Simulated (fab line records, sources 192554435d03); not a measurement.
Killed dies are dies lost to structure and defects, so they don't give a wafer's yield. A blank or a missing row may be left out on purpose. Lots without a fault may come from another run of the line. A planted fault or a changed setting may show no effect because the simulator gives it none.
Which tool did it? | flow n5_finfet | 9 lots, 27 wafers sampled, at 3 steps of a route of 1938

WHAT THE GAUGES READ, wafer by wafer
N5_BEOL_M4_RC_MEAS_101. Usual: DIBL_N 36.3 mV/V, standard deviation 2; DIBL_P 36.3 mV/V, standard deviation 2.4; IOFF_N 0.16 nA/um, standard deviation 0.034; IOFF_P 0.21 nA/um, standard deviation 0.035; ION_N 672 uA/um, standard deviation 12; ION_P 459 uA/um, standard deviation 6.5; SS_N 71.6 mV/dec, standard deviation 0.67; SS_P 73.3 mV/dec, standard deviation 0.71; VT_N 250 mV, standard deviation 3.5; VT_P -251 mV, standard deviation 3.
lot  | measured     | on        | DIBL_N (mV/V)  | DIBL_P (mV/V)  | IOFF_N (nA/um) | IOFF_P (nA/um) | ION_N (uA/um) | ION_P (uA/um) | SS_N (mV/dec)  | SS_P (mV/dec)  | VT_N (mV)   | VT_P (mV)      | flag
L977 | day 9 08:29  | prober-01 | 34.8 36.4 36.4 | 35.7 37.8 36.9 | 0.14 0.16 0.17 | 0.19 0.22 0.21 | 674 675 680   | 460 467 458   | 71.6 71.6 70.6 | 72.7 73.9 73.1 | 251 249 247 | -250 -249 -251 |
L978 | day 10 03:58 | prober-02 | 31.6 33.2 33.5 | 31.6 33.4 34.0 | 0.11 0.13 0.14 | 0.16 0.18 0.20 | 650 660 668   | 451 457 458   | 71.4 70.7 71.6 | 72.7 72.2 73.1 | 258 252 251 | -253 -251 -248 |
L979 | day 11 13:41 | prober-02 | 36.3 34.7 33.9 | 35.8 33.7 32.3 | 0.16 0.13 0.11 | 0.24 0.20 0.17 | 670 658 627   | 465 463 450   | 72.2 71.6 72.0 | 72.4 72.2 72.4 | 252 251 259 | -246 -250 -250 |
L981 | day 11 21:26 | prober-02 | 38.4 37.1 35.5 | 39.9 37.6 36.4 | 0.19 0.17 0.14 | 0.26 0.24 0.20 | 689 673 669   | 467 465 459   | 71.9 71.4 70.8 | 74.1 73.6 73.8 | 247 251 251 | -250 -246 -249 |
L990 | day 13 20:22 | prober-02 | 36.9 34.1 39.1 | 37.5 33.3 39.4 | 0.17 0.12 0.21 | 0.21 0.14 0.23 | 678 659 682   | 459 448 458   | 71.0 70.7 72.3 | 73.6 72.5 73.4 | 248 255 246 | -251 -256 -251 |
L993 | day 14 01:46 | prober-02 | 36.8 33.8 34.3 | 36.2 32.4 33.0 | 0.16 0.12 0.13 | 0.20 0.15 0.16 | 676 666 672   | 458 460 459   | 71.6 70.9 70.7 | 74.0 72.0 72.4 | 251 255 253 | -249 -256 -252 |
L992 | day 14 05:52 | prober-01 | 37.9 37.1 40.2 | 38.8 37.0 40.1 | 0.20 0.18 0.24 | 0.25 0.22 0.28 | 699 679 693   | 473 463 469   | 72.3 71.9 72.8 | 74.4 73.8 74.6 | 245 246 243 | -248 -249 -250 |
L989 | day 14 07:01 | prober-02 | 37.0 34.8 38.7 | 38.8 34.8 38.5 | 0.20 0.15 0.24 | 0.25 0.19 0.24 | 682 666 676   | 462 454 458   | 71.8 71.2 72.4 | 74.3 74.1 74.0 | 247 249 244 | -248 -252 -249 |
L994 | day 14 14:23 | prober-01 | 36.8 37.2 36.1 | 37.1 37.9 36.1 | 0.19 0.20 0.18 | 0.22 0.24 0.21 | 680 679 684   | 459 459 462   | 71.8 72.0 72.0 | 73.0 73.4 72.6 | 248 246 245 | -249 -248 -251 |

N5_BEOL_M7_INSPECT_30: inspects for defects (brightfield). Usual: raw_defect_count 400, standard deviation 87.
lot  | measured     | on                | raw_defect_count | flag
L977 | day 12 00:55 | defect_inspect-02 | 390 403 354      |
L978 | day 11 06:04 | defect_inspect-01 | 331 306 301      |
L979 | day 12 14:10 | defect_inspect-01 | 498 445 575      |
L981 | day 13 04:20 | defect_inspect-02 | 352 479 426      |
L990 | day 15 03:27 | defect_inspect-01 | 467 384 495      |
L993 | day 15 03:17 | defect_inspect-01 | 427 323 448      |
L992 | day 15 10:15 | defect_inspect-02 | 280 281 308      |
L989 | day 15 05:44 | defect_inspect-01 | 472 440 360      |
L994 | day 15 17:05 | defect_inspect-02 | 368 375 283      |

WHICH TOOL RAN EACH LOT (tool, then ch and the chambers of the sampled wafers, then the start)
lot  | N5_BEOL_M7_STRIP_67
L977 | rie_diel-03 ch 1,3, day 11 21:06
L978 | rie_diel-01 ch 0,1, day 11 04:29
L979 | rie_diel-03 ch 2,3, day 12 12:26
L981 | rie_diel-01 ch 0,1,3, day 13 03:14
L990 | rie_diel-01 ch 1,2, day 15 00:53
L993 | rie_diel-01 ch 0,1, day 15 02:33
L992 | rie_diel-04 ch 0,2,3, day 15 08:10
L989 | rie_diel-03 ch 0,1,3, day 15 05:04
L994 | rie_diel-01 ch 0,2,3, day 15 16:14
- N5_BEOL_M7_STRIP_67: strips in CF4.

WHAT THE TOOLS THEMSELVES READ (means of the sampled wafers that have a number; where no wafer has one, the mark that the record gives instead)
N5_BEOL_M7_STRIP_67. Usual: drypump_motor_current_A 5.8 A, standard deviation 0.69; oes_product_au 0.76 a.u., standard deviation 0.054; rf_vpp_V 270.8 V, standard deviation 1.3; showerhead_plenum_p_Torr 1.77 Torr, standard deviation 0.044; throttle_valve_pct 13.55 %, standard deviation 0.2.
lot  | tool        | drypump_motor_current_A (A) | oes_product_au (a.u.) | rf_vpp_V (V) | showerhead_plenum_p_Torr (Torr) | throttle_valve_pct (%) | flag
L977 | rie_diel-03 | 5.7                         | 0.79                  | 271.3        | 1.80                            | 13.34                  |
L978 | rie_diel-01 | 5.1                         | 0.73                  | 269.8        | 1.74                            | 13.72                  |
L979 | rie_diel-03 | 6.6                         | 0.73                  | 270.3        | 1.73                            | 13.76                  |
L981 | rie_diel-01 | 5.6                         | 0.77                  | 269.6        | 1.76                            | 13.68                  |
L990 | rie_diel-01 | 5.1                         | 0.69                  | 270.9        | 1.75                            | 13.58                  |
L993 | rie_diel-01 | 5.1                         | 0.71                  | 270.3        | 1.74                            | 13.79                  |
L992 | rie_diel-04 | 6.2                         | 0.76                  | 271.1        | 1.77                            | 13.49                  |
L989 | rie_diel-03 | 6.0                         | 0.76                  | 271.3        | 1.79                            | 13.48                  |
L994 | rie_diel-01 | 5.7                         | 0.76                  | 270.5        | 1.78                            | 13.63                  |

THE ANSWER, worked out from the rows above alone
Rule: a lot is off if the mean of its wafers that have a number lies more than 3 standard deviations from the usual mean. A lot without any number at a reading at which 4 lots or more have one is off too. The other lots that the step has rows for count as sound. The gauges are gone through in route order, then the tools' own readings, and for those a lot's mean is taken as printed above. The first step at which some lot is off is used, and at that step the reading that is off furthest; a lot without a number counts as furthest.
No lot is off at any reading shown: from this, nothing can be told.

WHAT THE SIMULATOR HAD PUT IN
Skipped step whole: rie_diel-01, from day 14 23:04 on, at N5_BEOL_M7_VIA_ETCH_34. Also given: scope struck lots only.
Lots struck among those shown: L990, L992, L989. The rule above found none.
